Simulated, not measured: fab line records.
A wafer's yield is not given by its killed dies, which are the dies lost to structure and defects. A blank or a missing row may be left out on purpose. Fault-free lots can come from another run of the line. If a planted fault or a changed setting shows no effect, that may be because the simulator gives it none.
Matching of chambers + flow n5_finfet + 4 sister chambers for N5_BEOL_M5_STRIP_64 on rie_diel-02
The step strips in CF4. 16 wafers are shown with their chamber, then 8 later ones without.

EACH WAFER AND ITS CHAMBER
| wafer  | chamber | drypump_motor_current_A (A) | throttle_valve_pct (%) | oes_product_au (a.u.) |
|--------|---------|-----------------------------|------------------------|-----------------------|
| L077.1 | 0       | 6.0                         | 14.0                   | 0.67                  |
| L077.3 | 1       | 6.3                         | 13.9                   | 0.68                  |
| L077.4 | 0       | 6.1                         | 14.0                   | 0.68                  |
| L085.3 | 0       | 6.1                         | 14.0                   | 0.66                  |
| L085.5 | 3       | 5.7                         | 14.0                   | 0.66                  |
| L085.6 | 2       | 5.9                         | 14.0                   | 0.73                  |
| L088.3 | 0       | 6.1                         | 14.1                   | 0.65                  |
| L088.4 | 0       | 6.1                         | 14.1                   | 0.65                  |
| L088.6 | 2       | 6.0                         | 14.0                   | 0.72                  |
| L089.4 | 3       | 5.7                         | 14.0                   | 0.66                  |
| L089.5 | 2       | 6.0                         | 14.0                   | 0.72                  |
| L089.6 | 3       | 5.7                         | 14.1                   | 0.66                  |
| L090.3 | 2       | 5.9                         | 14.0                   | 0.72                  |
| L090.4 | 3       | 5.7                         | 14.1                   | 0.66                  |
| L090.5 | 3       | 5.7                         | 14.1                   | 0.66                  |
| L093.1 | 1       | 6.3                         | 13.3                   | 0.95                  |

SIGNATURES (means of the wafers above)
| reading                 | chamber 0 | chamber 1 | chamber 2 | chamber 3 | scatter within a chamber |
|-------------------------|-----------|-----------|-----------|-----------|--------------------------|
| drypump_motor_current_A | 6.080     | 6.300     | 5.950     | 5.700     | 0.0387                   |
| throttle_valve_pct      | 14.040    | 13.600    | 14.000    | 14.060    | 0.13                     |
| oes_product_au          | 0.6620    | 0.8150    | 0.7225    | 0.6600    | 0.0557                   |
Rule: a wafer's distance from a chamber is the root of the sum, over the readings, of the square of ((its reading less the chamber's mean) divided by the reading's scatter). The wafer belongs to the nearest chamber; if the next one is less than 2 further off, it can't be placed. How the scatter is found: for the shown wafers, subtract from each reading the mean of its chamber, square and add these, divide the total by (wafers less chambers), then take the root.

WAFERS MISSING THEIR CHAMBER
| wafer  | drypump_motor_current_A (A) | throttle_valve_pct (%) | oes_product_au (a.u.) |
|--------|-----------------------------|------------------------|-----------------------|
| L093.2 | 6.0                         | 14.0                   | 0.71                  |
| L093.3 | 5.7                         | 14.1                   | 0.65                  |
| L095.1 | 5.9                         | 14.0                   | 0.71                  |
| L095.2 | 6.3                         | 13.3                   | 0.94                  |
| L095.3 | 5.7                         | 14.1                   | 0.65                  |
| L096.2 | 6.3                         | 13.3                   | 0.93                  |
| L096.3 | 5.9                         | 14.0                   | 0.71                  |
| L096.4 | 5.9                         | 14.1                   | 0.71                  |

THE CHAMBER EACH PASSED THROUGH
| wafer  | from the rows above     | in truth |
|--------|-------------------------|----------|
| L093.2 | can't be placed: 2 or 0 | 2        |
| L093.3 | 3                       | 3        |
| L095.1 | 2                       | 2        |
| L095.2 | 1                       | 1        |
| L095.3 | 3                       | 3        |
| L096.2 | 1                       | 1        |
| L096.3 | 2                       | 2        |
| L096.4 | 2                       | 2        |
Placed correctly: 7 of 8. Cannot be placed on the basis of these rows: 1; the candidates contain the true chamber in 1. 0 placed wrongly.
